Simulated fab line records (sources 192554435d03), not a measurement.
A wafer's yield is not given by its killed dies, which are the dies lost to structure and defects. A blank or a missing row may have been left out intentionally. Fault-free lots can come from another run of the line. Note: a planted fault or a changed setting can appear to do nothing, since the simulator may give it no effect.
fab line records + flow n5-finfet
[record]
- lots = 12
- wafers = 35
- last-day = 18
route steps=1938 shown BEOL_M5@1172 PASSIVATION@1936
lots untouched by any fault: they come from a run of this same line in which no faults occurred
start-h: hours from the record's first day to the start of the lot's first wafer shown + wait-h: how many hours have passed since the lot's step before this one + " unchanged from the row above + L1.1+2: one row covering several wafers at once + - no value present, or no start provided + * or withheld: withheld + < > ~ a bound
route shown NAME@n: a module of which the file shows steps, and the number in the route of the first + usual: mean/standard deviation taken from wafers without a fault + same: alike in all rows + chamber/n: place in a boat + sites: per-site readings + _std_site: standard deviation across them + _edge_site: the outer-site mean with the inner-site mean subtracted + radius-mm: for every site, how far away it sits from the centre of the wafer + mask NAME#n: copy n + behind: the tool/chamber that last shaped the wafer + hold: what put the lot on hold/how long, in hours/how the hold closed + device: which transistor (n, p or np) failed to switch + end of line: tests of these same wafers at the route's end + a step with no rows: only its recipe + killed: the dies lost at the first sort to structure and to defects; this is not the yield of the wafer + map: shows each die of a wafer: x if killed, . if not, _ if none is there
set.NAME: the run value of the setting; set.NAME@STEP: its run value at that earlier step + model.NAME: the simulator's own value behind a step, which no gauge read
a sample of lots followed through the steps of the route, with each step as a table and each wafer as a row
services: when a tool's chamber went out of use (start-h, in hours from the record's first day, below 0 if earlier), for how many hours, and the reason
[[steps]]
[step N5_BEOL_M5_ALD_86]
[recipe]
- material = TaN
- target-thk-a = *
- temp-c = 275
- ald-precursor-family = PDMAT
- ald-co-reactant = NH3
- pressure-torr = 3
- carrier-flow-sccm = 1500
- pulse-time-s = 2
- purge-time-s = 3
- co-reactant-purge-time-s = 2
- co-reactant-pulse-time-s = 3
- ald-cycles = 30
- precursor-vessel-temp-c = 75
- precursor-vessel-pressure-torr = 26.25
- precursor-vessel-carrier-sccm = 1000
[usual]
- heater-power-w = 402/36
- precursor-vessel-carrier-sccm = 1000/3.1
[same]
- pulse-time-s = 2
| lot.wafer | tool         | chamber | start-h | wait-h | heater-power-w | precursor-vessel-carrier-sccm |
|-----------|--------------|---------|---------|--------|----------------|-------------------------------|
| L136.1    | ald-metal-03 | 0       | 180.96  | 0.1    | 367            | 1002                          |
| L136.3    | "            | 1       | "       | "      | 394            | 998                           |
| L136.6    | "            | 0       | "       | "      | 370            | 1000                          |
| L137.1    | ald-metal-01 | 2       | 194.26  | 0.0    | 363            | 1000                          |
| L137.3    | "            | 0       | "       | "      | 421            | 998                           |
| L137.4    | "            | 1       | "       | "      | 369            | 1004                          |
| L138.1    | ald-metal-02 | 2       | 202.26  | 0.1    | 437            | 998                           |
| L138.3    | "            | 3       | "       | "      | 490            | 1004                          |
| L138.6    | "            | 2       | "       | "      | 418            | 1004                          |
| L139.1    | ald-metal-03 | 3       | 202.68  | 0.0    | 413            | 1003                          |
| L139.3    | "            | 0       | "       | "      | 375            | 1002                          |
| L139.6    | "            | 1       | "       | "      | 396            | 996                           |
| L142.2    | ald-metal-03 | 2       | 223.70  | 0.0    | 405            | 998                           |
| L142.4    | "            | 0       | "       | "      | 370            | 1005                          |
| L142.5    | "            | 0       | "       | "      | 374            | 1004                          |
| L145.1    | ald-metal-02 | 3       | 230.81  | 0.1    | 506            | 1003                          |
| L145.5    | "            | 1       | "       | "      | 374            | 1012                          |
| L145.6    | "            | 0       | "       | "      | 443            | 999                           |
| L144.1    | ald-metal-01 | 1       | 233.07  | 0.0    | 359            | 1002                          |
| L144.3    | "            | 3       | "       | "      | 384            | 1001                          |
| L144.5    | "            | 0       | "       | "      | 425            | 999                           |
| L146.2    | ald-metal-03 | 3       | 240.75  | 0.1    | 420            | 1000                          |
| L146.3    | "            | 2       | "       | "      | 397            | 995                           |
| L146.5    | "            | 3       | "       | "      | 408            | 1002                          |
| L149.2    | ald-metal-02 | 0       | 263.09  | 0.1    | 439            | 1002                          |
| L149.3    | "            | 3       | "       | "      | 504            | 1000                          |
| L149.5    | "            | 1       | "       | "      | 378            | 999                           |
| L152.1    | ald-metal-03 | 3       | 285.03  | 0.0    | 407            | 1001                          |
| L152.3    | "            | 0       | "       | "      | 356            | 999                           |
| L154.3    | ald-metal-03 | 1       | 297.83  | 0.0    | 406            | 998                           |
| L154.4    | "            | 3       | "       | "      | 416            | 997                           |
| L154.6    | "            | 2       | "       | "      | 395            | 1004                          |
| L159.1    | ald-metal-01 | 0       | 327.87  | 0.0    | 412            | 1004                          |
| L159.2    | "            | 3       | "       | "      | 381            | 1002                          |
| L159.3    | "            | 2       | "       | "      | 358            | 997                           |
[step N5_BEOL_M5_SPUTTER_48]
[recipe]
- material = Cu
- target-thk-a = 150
- temp-c = -20
- chamber-pressure-pa = 0.07
- power-w = withheld
- time-s = 27.62
[usual]
- throttle-valve-pct = 30.3/1.3
| lot.wafer | tool           | chamber | start-h | wait-h | throttle-valve-pct |
|-----------|----------------|---------|---------|--------|--------------------|
| L136.1    | pvd-sputter-01 | -       | 181.48  | 0.1    | 31.6               |
| L136.3    | "              | -       | "       | "      | 28.7               |
| L136.6    | "              | -       | "       | "      | 31.5               |
| L137.1    | pvd-sputter-01 | -       | 194.84  | 0.2    | 28.6               |
| L137.3    | "              | -       | "       | "      | 32.2               |
| L137.4    | "              | -       | "       | "      | 31.2               |
| L138.1    | pvd-sputter-03 | -       | 202.82  | 0.2    | 28.5               |
| L138.3    | "              | -       | "       | "      | 29.0               |
| L138.6    | "              | -       | "       | "      | 28.6               |
| L139.1    | pvd-sputter-01 | -       | 203.42  | 0.2    | 31.3               |
| L139.3    | "              | -       | "       | "      | 31.7               |
| L139.6    | "              | -       | "       | "      | 28.5               |
| L142.2    | pvd-sputter-01 | -       | 224.16  | 0.1    | 31.3               |
| L142.4    | "              | -       | "       | "      | 30.3               |
| L142.5    | "              | -       | "       | "      | 32.0               |
| L145.1    | pvd-sputter-03 | -       | 231.54  | 0.1    | 28.5               |
| L145.5    | "              | -       | "       | "      | 32.0               |
| L145.6    | "              | -       | "       | "      | 31.5               |
| L144.1    | pvd-sputter-02 | -       | 233.63  | 0.2    | 29.1               |
| L144.3    | "              | -       | "       | "      | 31.3               |
| L144.5    | "              | -       | "       | "      | 30.4               |
| L146.2    | pvd-sputter-03 | -       | 241.19  | 0.1    | 31.8               |
| L146.3    | "              | -       | "       | "      | 28.9               |
| L146.5    | "              | -       | "       | "      | 31.5               |
| L149.2    | pvd-sputter-02 | -       | 263.63  | 0.1    | 30.9               |
| L149.3    | "              | -       | "       | "      | 28.9               |
| L149.5    | "              | -       | "       | "      | 30.5               |
| L152.1    | pvd-sputter-01 | -       | 285.55  | 0.1    | 32.1               |
| L152.3    | "              | -       | "       | "      | 28.6               |
| L154.3    | pvd-sputter-01 | -       | 300.02  | 1.6    | 30.4               |
| L154.4    | "              | -       | "       | "      | 32.0               |
| L154.6    | "              | -       | "       | "      | 28.5               |
| L159.1    | pvd-sputter-01 | -       | 329.00  | 0.4    | 28.5               |
| L159.2    | "              | -       | "       | "      | 32.0               |
| L159.3    | "              | -       | "       | "      | 31.3               |
[step N5_BEOL_M5_ECD_50]
[recipe]
- material = Cu
- target-thk-a = 3000
| lot.wafer  | tool      | chamber | start-h | wait-h |
|------------|-----------|---------|---------|--------|
| L136.1+3+6 | ecd-cu-02 | 1,0,0   | 185.95  | 0.1    |
| L137.1+3+4 | ecd-cu-01 | 0,1,0   | 199.30  | 0.1    |
| L138.1+3+6 | ecd-cu-01 | 1,1,0   | 207.28  | 0.1    |
| L139.1+3+6 | ecd-cu-01 | 0       | 207.88  | 0.1    |
| L142.2+4+5 | ecd-cu-01 | 1,0,1   | 228.62  | 0.1    |
| L145.1+5+6 | ecd-cu-01 | 0,1,0   | 236.00  | 0.1    |
| L144.1+3+5 | ecd-cu-01 | 0,1,0   | 238.09  | 0.1    |
| L146.2+3+5 | ecd-cu-02 | 1       | 245.65  | 0.1    |
| L149.2+3+5 | ecd-cu-02 | 1,0,1   | 268.10  | 0.1    |
| L152.1+3   | ecd-cu-02 | 1,0     | 290.01  | 0.1    |
| L154.3+4+6 | ecd-cu-01 | 1,0,1   | 304.51  | 0.1    |
| L159.1+2+3 | ecd-cu-01 | 0,1,1   | 333.46  | 0.1    |
[step N5_BEOL_M5_CMP_52]
[recipe]
- stop-on = SiCOH_lowk
- t-overpolish-s = 6.9
- down-force-psi = 1
- platen-rpm = 50
- clearing-platen-down-force-psi = 1.5
- clearing-platen-rpm = 50
- post-cmp-clean = cu-alkaline
- target-thk-nm = 62
- clearing-platen-pad-velocity-m-s = 0.99484
- pad-velocity-m-s = 0.99484
[usual]
- head-pressure-psi = 1.0002/0.0021
- motor-current-A = 5.9/0.55
- time-to-endpoint-s = 63/3.7
| lot.wafer | tool   | chamber | start-h | wait-h | head-pressure-psi | motor-current-A | time-to-endpoint-s |
|-----------|--------|---------|---------|--------|-------------------|-----------------|--------------------|
| L136.1    | cmp-04 | 1       | 188.50  | 0.3    | 0.9986            | 5.8             | 64                 |
| L136.3    | "      | 2       | "       | "      | 1.0048            | 5.2             | 69                 |
| L136.6    | "      | 2       | "       | "      | 1.0017            | 4.9             | 68                 |
| L137.4    | cmp-04 | 0       | 199.68  | 0.1    | 0.9975            | 6.9             | 59                 |
| L137.3    | "      | 1       | "       | "      | 1.0030            | 5.4             | 63                 |
| L137.1    | "      | 2       | "       | "      | 0.9972            | 5.3             | 65                 |
| L138.1    | cmp-01 | 1       | 207.71  | 0.3    | 1.0042            | 6.7             | 67                 |
| L138.3    | "      | 3       | "       | "      | 1.0004            | 5.5             | 64                 |
| L138.6    | "      | 0       | "       | "      | 1.0029            | 5.5             | 64                 |
| L139.1    | cmp-03 | 3       | 208.34  | 0.3    | 1.0025            | 5.9             | 67                 |
| L139.3    | "      | 0       | "       | "      | 1.0009            | 6.2             | 65                 |
| L139.6    | "      | 1       | "       | "      | 1.0016            | 6.1             | 71                 |
| L142.2    | cmp-03 | 0       | 229.17  | 0.4    | 0.9998            | 6.4             | 60                 |
| L142.4    | "      | 2       | "       | "      | 0.9998            | 4.6             | 68                 |
| L142.5    | "      | 0       | "       | "      | 0.9994            | 6.4             | 63                 |
| L145.1    | cmp-04 | 3       | 236.43  | 0.3    | 1.0034            | 6.5             | 65                 |
| L145.6    | "      | 3       | "       | "      | 0.9980            | 5.8             | 66                 |
| L145.5    | "      | 0       | "       | "      | 1.0030            | 6.5             | 67                 |
| L144.1    | cmp-01 | 1       | 238.55  | 0.3    | 0.9981            | 6.6             | 61                 |
| L144.3    | "      | 2       | "       | "      | 1.0009            | 5.7             | 58                 |
| L144.5    | "      | 0       | "       | "      | 0.9948            | 5.8             | 63                 |
| L146.3    | cmp-03 | 1       | 246.09  | 0.2    | 1.0027            | 5.9             | 67                 |
| L146.2    | "      | 3       | "       | "      | 0.9974            | 6.2             | 62                 |
| L146.5    | "      | 0       | "       | "      | 0.9983            | 6.4             | 62                 |
| L149.3    | cmp-03 | 3       | 268.65  | 0.2    | 1.0004            | 6.0             | 63                 |
| L149.2    | "      | 0       | "       | "      | 1.0012            | 6.5             | 62                 |
| L149.5    | "      | 2       | "       | "      | 0.9993            | 5.0             | 69                 |
| L152.1    | cmp-03 | 3       | 290.39  | 0.3    | 0.9971            | 5.9             | 61                 |
| L152.3    | "      | 2       | "       | "      | 0.9977            | 4.7             | 91                 |
| L154.4    | cmp-04 | 3       | 304.90  | 0.1    | 1.0029            | 5.7             | 62                 |
| L154.3    | "      | 2       | "       | "      | 1.0030            | 5.2             | 67                 |
| L154.6    | "      | 3       | "       | "      | 0.9994            | 6.0             | 59                 |
| L159.1    | cmp-01 | 3       | 333.85  | 0.3    | 0.9983            | 5.7             | 63                 |
| L159.2    | "      | 1       | "       | "      | 1.0028            | 6.6             | 64                 |
| L159.3    | "      | 2       | "       | "      | 1.0000            | 5.7             | 59                 |
[step N5_BEOL_M5_THK_MEAS_53]
[recipe]
- thk-meas-gauge = xrf
- reads = Cu_of_BEOL_M5_ECD_50
[usual]
- M5_THK = 60.8/1.4
| lot.wafer | tool          | chamber | start-h | wait-h | M5_THK[nm] |
|-----------|---------------|---------|---------|--------|------------|
| L136.1    | film-metro-01 | -       | 188.79  | -      | 62.4       |
| L136.3    | "             | -       | "       | "      | 61.3       |
| L136.6    | "             | -       | "       | "      | 62.3       |
| L137.1    | film-metro-02 | -       | 199.98  | -      | 62.2       |
| L137.3    | "             | -       | "       | "      | 62.2       |
| L137.4    | "             | -       | "       | "      | 59.8       |
| L138.1    | film-metro-02 | -       | 207.97  | -      | 58.7       |
| L138.3    | "             | -       | "       | "      | 57.9       |
| L138.6    | "             | -       | "       | "      | 59.3       |
| L139.1    | film-metro-01 | -       | 208.56  | -      | 57.7       |
| L139.3    | "             | -       | "       | "      | 59.7       |
| L139.6    | "             | -       | "       | "      | 59.7       |
| L142.2    | film-metro-02 | -       | 229.43  | -      | 61.6       |
| L142.4    | "             | -       | "       | "      | 61.7       |
| L142.5    | "             | -       | "       | "      | 60.9       |
| L145.1    | film-metro-01 | -       | 236.72  | -      | 60.9       |
| L145.5    | "             | -       | "       | "      | 61.2       |
| L145.6    | "             | -       | "       | "      | 59.9       |
| L144.1    | film-metro-02 | -       | 238.77  | -      | 62.7       |
| L144.3    | "             | -       | "       | "      | 60.3       |
| L144.5    | "             | -       | "       | "      | 63.2       |
| L146.2    | film-metro-02 | -       | 246.34  | -      | 61.3       |
| L146.3    | "             | -       | "       | "      | 61.6       |
| L146.5    | "             | -       | "       | "      | 62.2       |
| L149.2    | film-metro-02 | -       | 268.91  | -      | 61.5       |
| L149.3    | "             | -       | "       | "      | 61.1       |
| L149.5    | "             | -       | "       | "      | 63.0       |
| L152.1    | film-metro-01 | -       | 290.71  | 0.3    | 60.1       |
| L152.3    | "             | -       | "       | "      | 63.1       |
| L154.3    | film-metro-02 | -       | 305.19  | -      | 61.1       |
| L154.4    | "             | -       | "       | "      | 60.5       |
| L154.6    | "             | -       | "       | "      | 60.1       |
| L159.1    | film-metro-01 | -       | 334.14  | -      | 59.1       |
| L159.2    | "             | -       | "       | "      | 58.9       |
| L159.3    | "             | -       | "       | "      | 57.5       |
[step N5_PASSIVATION_PROBE_49]
[usual]
- defect-limited-yield = 91.4/1.5
- killed_at_M0_to_M3 = 34/10
- killed_at_M4_up = 15/6
- killed-at-contacts = 12/6
- killed-at-front-end = 37/11
- killed-at-other = 3.3/2.8
- killed-dies = 101/18
- killed-open = 66/14
- killed-short = 33/7.8
- sort_bin_5_function = 5.0/0.97
- sort_bin_6_memory = 3.2/0.72
- sort-n-pass = 1079/18
- sort-yield-pct = 91.4/1.5
[same]
- gross-dies = 1180
- killed-at-back-side = 0
- sort_bin_4_leakage[%] = 0
- sort_bin_8_speed[%] = 0
| lot.wafer | tool      | chamber | start-h | wait-h | defect-limited-yield[%] | killed_at_M0_to_M3 | killed_at_M4_up | killed-at-contacts | killed-at-front-end | killed-at-other | killed-dies | killed-open | killed-short | sort_bin_5_function[%] | sort_bin_6_memory[%] | sort-n-pass | sort-yield-pct[%] |
|-----------|-----------|---------|---------|--------|-------------------------|--------------------|-----------------|--------------------|---------------------|-----------------|-------------|-------------|--------------|------------------------|----------------------|-------------|-------------------|
| L149.2    | prober-01 | -       | 363.90  | 0.1    | 94.2                    | 18                 | 15              | 13                 | 23                  | 0               | 69          | 48          | 21           | 3.3                    | 2.4                  | 1111        | 94.2              |
| L149.3    | prober-01 | -       | 363.95  | 0.1    | 87.8                    | 43                 | 22              | 27                 | 52                  | 0               | 144         | 110         | 34           | 7.3                    | 4.7                  | 1036        | 87.8              |
| L149.5    | prober-01 | -       | 364.05  | 0.2    | 92.5                    | 20                 | 10              | 10                 | 48                  | 1               | 89          | 57          | 30           | 4.8                    | 2.5                  | 1091        | 92.5              |
// killed by level:class
L149.2 MOL_CONTACT_COAG:geometric-particle:open=10 BEOL_M4:geometric-particle:open=7 STI_FIN_REVEAL:geometric-particle:open=5 STARTING-WAFER:geometric-particle:short=5 DUMMY_GATE:geometric-particle:open=4 BEOL_M2:geometric-particle:open=4 STARTING-WAFER:geometric-particle:open=4 MOL_CONTACT_COAG:geometric-particle:short=3
L149.3 MOL_CONTACT_COAG:geometric-particle:open=25 STI_FIN_REVEAL:geometric-particle:open=16 FIN_SAQP:geometric-particle:open=13 BEOL_M2:geometric-particle:open=10 FIN_SAQP:geometric-particle:short=9 BEOL_M3:geometric-particle:open=9 BEOL_M0_SAQP:geometric-particle:short=8 BEOL_M4:geometric-particle:open=7
L149.5 STI_FIN_REVEAL:geometric-particle:open=16 MOL_CONTACT_COAG:geometric-particle:open=8 STARTING-WAFER:geometric-particle:short=7 FIN_SAQP:geometric-particle:open=6 BEOL_M3:geometric-particle:open=6 BEOL_M2:geometric-particle:open=5 FIN_SAQP:geometric-particle:short=4 GATE_CUT:geometric-particle:open=4
[[services]]
| tool           | chamber | start-h | hours | kind                           |
|----------------|---------|---------|-------|--------------------------------|
| cmp-04         | -       | 158.51  | 4.0   | pm                             |
| cmp-04         | -       | 162.51  | -     | consumable-replace:conditioner |
| cmp-04         | -       | 162.51  | -     | consumable-replace:pad         |
| cmp-04         | -       | 162.88  | 7.6   | repair                         |
| cmp-01         | -       | 168.17  | 4.1   | pm                             |
| pvd-sputter-03 | -       | 178.36  | 1.0   | repair                         |
| cmp-01         | -       | 179.11  | 2.5   | repair                         |
| ald-metal-02   | 1       | 186.68  | 37.3  | repair                         |
| cmp-01         | -       | 192.70  | 7.2   | repair                         |
| ald-metal-01   | 1       | 197.34  | 11.4  | repair                         |
| cmp-01         | -       | 234.04  | 3.7   | pm                             |
| ald-metal-03   | 2       | 235.99  | 3.8   | repair                         |
| cmp-04         | -       | 236.65  | 5.7   | pm                             |
| ecd-cu-01      | -       | 265.64  | 1.3   | repair                         |
| ald-metal-03   | -       | 272.48  | 2.8   | pm                             |
| cmp-03         | -       | 274.80  | 4.0   | pm                             |
| cmp-04         | -       | 275.29  | 2.0   | repair                         |
| cmp-03         | -       | 278.80  | -     | consumable-replace:conditioner |
| cmp-03         | -       | 278.80  | -     | consumable-replace:pad         |
| cmp-01         | -       | 288.82  | 1.2   | repair                         |
| cmp-03         | -       | 298.26  | 0.7   | repair                         |
| cmp-01         | -       | 310.90  | 4.0   | pm                             |
| pvd-sputter-03 | -       | 332.92  | 11.1  | repair                         |
| ald-metal-01   | 3       | 333.69  | 2.0   | repair                         |
[[key]]
[first-sign]
- step = N5_BEOL_M5_CMP_52
- reading = time-to-endpoint-s
- direction = up
- sigmas = 7.6
- usual = *
- struck = *
effect none on later readings
met-at N5_BEOL_M5_ECD_50
struck-lots L152
struck-wafers L152.3
not-acting-at N5_BEOL_M5_ALD_86,N5_BEOL_M5_SPUTTER_48,N5_BEOL_M5_THK_MEAS_53
onset-between 268.10 290.01
[fault]
- kind = process-parameter-drift
- tool = ecd-cu-02
- chamber = -
- onset-h = 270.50
- steps = N5_BEOL_M5_ECD_50
- channel = target-thk-a
- offset = *
- shape = step
- end-h = 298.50
- scope = struck-wafers-only
- acts-in = *
- stated = *
